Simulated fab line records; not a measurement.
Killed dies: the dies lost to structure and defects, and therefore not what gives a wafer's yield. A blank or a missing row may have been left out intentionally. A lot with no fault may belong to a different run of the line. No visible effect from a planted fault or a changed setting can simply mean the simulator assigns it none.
The same fault as seen by 2 desks + flow n5_finfet + every desk sees just its own numbers, and what lay behind them comes last

== METROLOGY DESK ==
What the gauges read for every lot (on any tool): the sampled wafers with a number, averaged. Marked OUT: a lot whose mean sits more than 4 standard deviations from the usual mean, which makes it out of limits; the brackets give that distance.
Columns: A = TV_OVL at N5_PASSIVATION_OVL_MEAS_60, usual 3 nm
| lot  | first seen here | A  |
|------|-----------------|----|
| L306 | day 12 07:10    | 1  |
| L308 | day 12 23:34    | 4  |
| L307 | day 13 06:48    | 9  |
| L309 | day 13 15:52    | 2  |
| L310 | day 13 23:43    | 3  |
| L311 | day 14 06:56    | -2 |
| L314 | day 14 18:23    | 8  |
| L313 | day 14 18:55    | 2  |
| L315 | day 14 19:35    | 2  |
| L317 | day 15 05:04    | 2  |
| L325 | day 17 01:12    | 9  |
This desk's finding: nothing out of limits on any of the 11 lots.

== FOR THE TOOL OWNER'S DESK: ald_sin-04 ==
The tool's own readings at N5_GATE_CUT_ALD_22 (deposits SiNx, target thk 16 nm, pulse time 1 s, ald cycles 320): means of the sampled wafers that have a number, for each lot that ran on this tool. Marked OUT: a lot whose mean sits more than 4 standard deviations from the usual mean, which makes it out of limits; the brackets give that distance.
Columns: A = heater_power_w at N5_GATE_CUT_ALD_22, usual 861 W; B = precursor_pulse_height_rel at N5_GATE_CUT_ALD_22, usual 1.000
| lot  | first seen here | A   | B     |
|------|-----------------|-----|-------|
| L306 | day 4 12:01     | 804 | 1.009 |
| L307 | day 4 21:02     | 836 | 1.009 |
| L309 | day 5 05:38     | 915 | 0.992 |
| L313 | day 6 12:02     | 937 | 1.001 |
| L314 | day 6 13:30     | 915 | 0.978 |
| L315 | day 6 22:47     | 806 | 0.990 |
| L317 | day 7 10:01     | 818 | 1.006 |
This desk's finding: nothing out of limits on any of the 7 lots.

== TAKEN TOGETHER ==
Nothing out of limits was seen by the metrology desk.
Nothing out of limits was seen by the tool owner's desk.

== WHAT WAS PUT IN BY THE SIMULATOR ==
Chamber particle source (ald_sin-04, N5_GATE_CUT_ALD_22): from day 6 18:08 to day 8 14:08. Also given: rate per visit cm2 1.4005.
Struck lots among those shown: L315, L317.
